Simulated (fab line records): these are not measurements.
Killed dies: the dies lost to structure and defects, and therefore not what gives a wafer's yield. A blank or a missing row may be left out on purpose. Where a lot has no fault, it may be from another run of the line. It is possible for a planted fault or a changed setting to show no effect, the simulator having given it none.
8D (eight disciplines) problem report, filled in by code -- flow n5Finfet -- the parts of the form that need people (team, actions taken, sign-off) are left out

== 1. THE ISSUE ==
Wafers free of any fault read 0.0 nm (standard deviation 0.75) for SD_N_BLK_OVL at N5_SD_EPI_N_OVL_MEAS_10, against a mean of 11.0 nm on 6 wafers of 2 lots. That puts it +15 standard deviations away from the usual mean.
First seen on wafer L882.1, day 6 01:32, on overlay-01. Wafers with a number at this step in the record: 27, from 9 lots. The rule behind "out" and "out of limits": a value lying over 4 standard deviations away from the usual mean. The other wafers with a number count as sound.

== 2. WHAT IT IS; WHAT IT IS NOT ==
question,is,is not
which readings at this step,SD_N_BLK_OVL,-
which lots,"L882, L883","L872, L877, L879, L880, L890, L891, L892"
which wafers of those lots,all that have a number,-
read on which gauges,"overlay-01, overlay-02",-
when,from day 6 01:32,"up to then (12 sound wafers); but 9 sound wafers of L890, L891, L892 came after"

== 3. SUSPECTS, AND WHAT RULES EACH OUT ==
Counting: a tool stays on the suspect list if, at a process step up to the reading, it processed all lots that are out and no sound lot following the first of them.
- the gauge at N5_SD_EPI_N_OVL_MEAS_10: ruled out. The wafers that are out were read on 2 gauges (overlay-01, overlay-02).
- arfiScanner-03 at N5_SD_EPI_N_EXPOSE_06 (exposes mask SD N BLK, target cd 120 nm): kept. It ran every lot that is out, first L882 (day 6 01:22), and no sound lot after that; its last sound lot up to then is L880 (day 5 15:31).
The count leaves arfiScanner-03 at N5_SD_EPI_N_EXPOSE_06.

== 4. THE CAUSE (what the simulator had put in) ==
Scanner matching overlay: arfiScanner-03, from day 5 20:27 on, at N5_SD_EPI_N_EXPOSE_06. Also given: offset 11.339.
The count eliminated every tool but this one.

== 5. THE EFFECT CHAIN, in route order ==
Each row: a reading whose mean over the struck wafers that have a number lies more than 3 standard deviations from the usual. Scope: only readings with a usual standard deviation given in the record; hours: median across lots of the time from each lot's start at the first step in this table that gives one to its start at this step; sigmas: change in usual standard deviations.
hours,step,reading,usual,on struck wafers,change,sigmas
0,N5_SD_EPI_N_OVL_MEAS_10,SD_N_BLK_OVL,0.0 nm,11.0,+11.0,+15
Later steps that measure or inspect, where all struck wafers having a row at the step show a number for every such reading and not one has moved that far: N5_BEOL_M4_RC_MEAS_101.

== 6. WHAT WOULD HAVE CAUGHT IT SOONER ==
The first out-of-limits reading at a measuring or inspecting step in this record came at day 6 01:32, 5 hours after the fault's start at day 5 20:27.
Among the 2 lots that are out, L883 began N5_SD_EPI_N_EXPOSE_06 on arfiScanner-03 after day 6 01:32. It would have been spared by a hold on the tool at that moment.
